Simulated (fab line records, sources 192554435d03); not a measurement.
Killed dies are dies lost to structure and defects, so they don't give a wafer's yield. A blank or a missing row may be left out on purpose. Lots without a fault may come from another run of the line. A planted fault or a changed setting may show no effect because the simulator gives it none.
fab line records | flow n5_finfet
record lots=11 wafers=33 last_day=17
route steps=1938 shown BEOL_M11@1591 BEOL_M12@1602
lots that met no fault: from a run of the same line without faults
start_h: hours from the record's first day to the start of the lot's first wafer shown | wait_h: hours since the lot's step before | " the same as in the row above | L1.1+2: a row that stands for several wafers | - no value, or no start given | * or withheld: withheld | < > ~ a bound
route shown NAME@n: a module of which the file shows steps, and the number in the route of the first | usual: mean/standard deviation of fault-free wafers | same: alike in all rows | chamber/n: place in a boat | sites: the reading at each site | _std_site: their standard deviation | _edge_site: outer sites' mean less inner sites' | radius_mm: how far each site lies from the wafer's centre | mask NAME#n: copy n | behind: the tool/chamber that last shaped the wafer | hold: why the lot was held/for how many hours/how that ended | device: the transistor (n, p or np) that didn't switch | end of line: the same wafers' tests at the end of the route | a step without rows: its recipe alone | killed: dies lost to structure and defects at the first sort, not the wafer's yield | map: a wafer's dies, x killed, . not, _ none there
set.NAME: the setting as run; set.NAME@STEP: as run at that earlier step | model.NAME: the simulator's own value behind a step, which no gauge read
steps of the route over a sample of lots; a table a step, a row a wafer
services: from which hour (start_h, from the record's first day; less than 0 if before it) a tool's chamber was out of use, for how many hours, and why
## steps
# step N5_BEOL_M11_SURFACE_TREAT_76
# recipe gas=Ar time_s=* ion_energy_ev=* ion_current_ma_cm2=0.5 pressure_mtorr=* ar_flow_sccm=30
# usual throttle_valve_pct=*
# columns lot.wafer tool chamber start_h wait_h throttle_valve_pct
L394.1 pvd_sputter-01 - 233.98 1.7 *
L394.2 " - " " *
L394.4 " - " " *
L397.1 pvd_sputter-03 - 255.57 0.3 *
L397.2 " - " " *
L397.6 " - " " *
L403.1 pvd_sputter-02 - 286.06 0.3 *
L403.3 " - " " *
L403.5 " - " " *
L404.1 pvd_sputter-03 - 288.91 0.2 *
L404.4 " - " " *
L404.5 " - " " *
L405.1 pvd_sputter-01 - 308.28 0.2 *
L405.4 " - " " *
L405.5 " - " " *
L406.1 pvd_sputter-02 - 316.50 0.2 *
L406.3 " - " " *
L406.6 " - " " *
L409.2 pvd_sputter-02 - 326.17 0.4 *
L409.3 " - " " *
L409.5 " - " " *
L410.2 pvd_sputter-01 - 333.85 0.2 *
L410.4 " - " " *
L410.5 " - " " *
L413.1 pvd_sputter-03 - 354.40 0.4 *
L413.3 " - " " *
L413.5 " - " " *
L414.2 pvd_sputter-03 - 362.24 0.2 *
L414.4 " - " " *
L414.6 " - " " *
L415.2 pvd_sputter-01 - 366.54 0.2 *
L415.3 " - " " *
L415.4 " - " " *
# step N5_BEOL_M12_ILD_DEP_00
# recipe material=SiOC target_thk_a=6589.2 temp_c=350 precursor=DEMS/O2 pressure_torr=5 rf_w=500 time_s=130.7
# usual heater_power_w=483/70 showerhead_plenum_p_Torr=5.690/0.011 throttle_valve_pct=12.3/0.59
# columns lot.wafer tool chamber start_h wait_h heater_power_w showerhead_plenum_p_Torr throttle_valve_pct
L394.1 pecvd-03 0 235.37 0.0 408 5.704 12.1
L394.2 " 1 " " 479 5.695 12.4
L394.4 " 0 " " 436 5.700 12.2
L397.1 pecvd-04 1 257.82 0.0 456 5.675 13.3
L397.2 " 0 " " 463 5.696 12.6
L397.6 " 1 " " 491 5.678 13.1
L403.1 pecvd-02 1 289.26 0.0 533 5.684 12.0
L403.3 " 2 " " 584 5.701 11.8
L403.5 " 1 " " 445 5.686 12.2
L404.1 pecvd-04 2 290.52 0.0 433 5.684 11.8
L404.4 " 2 " " 445 5.654 11.6
L404.5 " 0 " " 353 5.689 12.5
L405.1 pecvd-02 1 309.54 0.0 449 5.696 12.2
L405.4 " 1 " " 467 5.694 12.2
L405.5 " 2 " " 496 5.694 11.9
L406.1 pecvd-04 1 317.97 0.0 490 5.705 13.3
L406.3 " 0 " " 448 5.698 12.7
L406.6 " 2 " " 455 5.671 11.8
L409.2 pecvd-04 2 328.47 0.0 401 5.678 11.9
L409.3 " 1 " " 451 5.681 13.3
L409.5 " 2 " " 423 5.683 11.9
L410.2 pecvd-02 2 335.07 0.0 550 5.677 11.8
L410.4 " 1 " " 432 5.691 12.1
L410.5 " 0 " " 575 5.683 13.2
L413.1 pecvd-02 0 356.42 0.0 564 5.681 12.9
L413.3 " 2 " " 615 5.688 11.8
L413.5 " 1 " " 534 5.701 12.0
L414.2 pecvd-02 0 363.69 0.0 517 5.682 13.2
L414.4 " 0 " " 545 5.680 13.0
L414.6 " 2 " " 604 5.682 11.9
L415.2 pecvd-02 2 368.25 0.0 493 5.678 11.8
L415.3 " 1 " " 470 5.709 12.2
L415.4 " 2 " " 538 5.679 11.9
# step N5_BEOL_M12_PEB_08
# recipe peb_temp_c=130 peb_time_s=90
# usual chill_plate_temp_C=22.98/0.11 heater_power_total_W=172.5/0.76 plate_temp_C=130.00/0.15
# columns lot.wafer tool chamber start_h wait_h chill_plate_temp_C heater_power_total_W plate_temp_C
L394.1 litho_track-02 0 235.69 0.1 23.16 172.7 129.69
L394.2 " 0 " " 23.15 172.8 130.10
L394.4 " 0 " " 23.10 173.5 129.75
L397.1 litho_track-01 0 258.26 0.1 23.00 171.6 130.02
L397.2 " 0 " " 22.90 173.9 130.15
L397.6 " 0 " " 22.99 173.2 130.16
L403.1 litho_track-04 0 289.58 0.1 22.95 172.5 130.12
L403.3 " 0 " " 23.01 170.8 130.20
L403.5 " 0 " " 22.94 172.1 130.06
L404.1 litho_track-01 0 290.84 0.1 23.07 173.0 130.01
L404.4 " 0 " " 22.98 172.4 130.12
L404.5 " 0 " " 22.99 173.3 130.08
L405.1 litho_track-02 0 309.98 0.1 22.90 173.1 129.86
L405.4 " 0 " " 22.89 172.9 129.92
L405.5 " 0 " " 23.07 173.2 129.88
L406.1 litho_track-02 0 318.29 0.1 22.87 176.5 132.25
L406.3 " 0 " " 22.86 174.8 132.24
L406.6 " 0 " " 22.91 176.1 132.27
L409.2 litho_track-01 0 328.79 0.0 22.98 173.2 130.05
L409.3 " 0 " " 22.89 172.7 130.12
L409.5 " 0 " " 22.99 171.0 130.01
L410.2 litho_track-02 0 335.39 0.0 23.09 176.2 132.50
L410.4 " 0 " " 23.12 176.5 132.59
L410.5 " 0 " " 22.91 178.0 132.53
L413.1 litho_track-02 0 356.74 0.1 22.97 176.2 132.40
L413.3 " 0 " " 23.06 176.4 132.49
L413.5 " 0 " " 23.08 176.2 132.44
L414.2 litho_track-04 0 364.14 0.0 22.97 172.3 129.92
L414.4 " 0 " " 22.96 172.7 129.74
L414.6 " 0 " " 23.04 173.0 129.81
L415.2 litho_track-01 0 368.70 0.0 23.01 173.1 130.27
L415.3 " 0 " " 23.07 172.0 130.28
L415.4 " 0 " " 23.23 172.2 130.15
# step N5_BEOL_M12_STRIP_63
# recipe chemistry=N2/H2 power_w=1000 temp_c=250 h2_frac=0.65 overash_fraction=0.3 pressure_mtorr=1000 n2_flow_sccm=1750 h2_flow_sccm=3250
# usual drypump_motor_current_A=5.9/0.4 heater_power_w=329/32 oes_product_au=0.693/0.0041 strip_time_to_endpoint_s=42.6/1
# columns lot.wafer tool chamber start_h wait_h drypump_motor_current_A heater_power_w oes_product_au rf_hours_counter_h strip_time_to_endpoint_s
L394.1 plasma_asher-02 1 236.48 - 5.6 362 0.695 128 44.6
L394.2 " 0 " " 6.0 355 0.701 128 42.1
L394.4 " 1 " " 5.6 369 0.688 - 43.5
L397.1 plasma_asher-01 0 259.10 - 5.5 304 0.686 72 42.7
L397.2 " 1 " " 6.5 296 0.698 72 42.2
L397.6 " 1 " " 6.6 292 0.700 - 43.7
L403.1 plasma_asher-01 0 290.07 - 5.5 301 0.689 79 41.8
L403.3 " 0 " " 5.6 308 0.692 - 42.6
L403.5 " 1 " " 6.5 289 0.698 - 40.2
L404.1 plasma_asher-02 1 291.33 - 5.5 362 0.703 139 42.1
L404.4 " 0 " " 6.0 349 0.698 - 41.6
L404.5 " 0 " " 6.0 358 0.696 - 41.1
L405.1 plasma_asher-02 0 310.47 - 6.0 353 0.694 142 41.7
L405.4 " 1 " " 5.6 366 0.689 - 41.8
L405.5 " 0 " " 6.0 349 0.686 - 41.5
L406.1 plasma_asher-01 0 318.78 - 5.6 314 0.693 84 44.2
L406.3 " 1 " " 6.5 294 0.693 - 43.5
L406.6 " 0 " " 5.5 312 0.696 - 43.9
L409.2 plasma_asher-01 1 329.28 - 6.5 282 0.692 87 42.9
L409.3 " 0 " " 5.5 309 0.693 - 44.2
L409.5 " 0 " " 5.5 306 0.695 - 43.1
L410.2 plasma_asher-01 1 335.95 - 6.6 296 0.694 88 42.6
L410.4 " 0 " " 5.6 316 0.691 - 41.7
L410.5 " 0 " " 5.5 297 0.690 - 40.7
L413.1 plasma_asher-01 0 357.45 - 5.5 313 0.701 92 44.1
L413.3 " 1 " " 6.5 286 0.690 - 42.8
L413.5 " 0 " " 5.5 308 0.692 - 42.2
L414.2 plasma_asher-02 1 364.63 - 5.6 364 0.696 154 42.6
L414.4 " 1 " " 5.6 359 0.689 - 41.9
L414.6 " 1 " " 5.6 372 0.694 - 41.9
L415.2 plasma_asher-01 0 369.50 - 5.5 306 0.692 95 43.4
L415.3 " 1 " " 6.5 294 0.698 - 41.3
L415.4 " 0 " " 5.5 301 0.690 - 42.5
## services
# columns tool chamber start_h hours kind
pecvd-02 - 212.28 0.4 repair
litho_track-04 - 212.76 - consumable_replace:filter
pecvd-02 0 214.62 2.1 scheduled_down
plasma_asher-02 - 218.43 2.0 repair
litho_track-02 - 233.31 - consumable_replace:filter
pecvd-02 2 241.55 5.5 scheduled_down
pecvd-02 - 245.19 5.5 pm
pecvd-02 2 255.88 2.1 scheduled_down
pecvd-04 2 287.88 2.1 scheduled_down
pecvd-02 1 289.42 5.5 scheduled_down
litho_track-01 - 291.00 - consumable_replace:filter
pecvd-02 2 292.67 13.2 repair
pvd_sputter-02 - 335.77 2.8 repair
pecvd-04 - 335.80 28.1 pm
pvd_sputter-01 - 342.33 3.2 repair
pecvd-02 2 344.81 3.0 repair
pvd_sputter-02 - 362.69 0.6 repair
## key
first_sign step=N5_BEOL_M12_PEB_08 reading=plate_temp_C direction=up sigmas=16 usual=* struck=*
effect step=N5_BEOL_M12_PEB_08 reading=heater_power_total_W direction=up sigmas=5 usual=* struck=*
met_at N5_BEOL_M12_PEB_08
struck_lots L406,L410,L413
loop_trim step=N5_BEOL_M12_EXPOSE_07 setting=dose lots=L410,L413
not_acting_at N5_BEOL_M11_SURFACE_TREAT_76,N5_BEOL_M12_ILD_DEP_00,N5_BEOL_M12_STRIP_63
onset_between 309.98 318.29
fault kind=process_parameter_drift tool=litho_track-02 chamber=- onset_h=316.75 steps=N5_BEOL_M12_PEB_08 channel=peb_temp_c offset=* shape=step end_h=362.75 acts_in=* stated=*
# loop_trim: a control loop set the setting to another value than it would have without faults
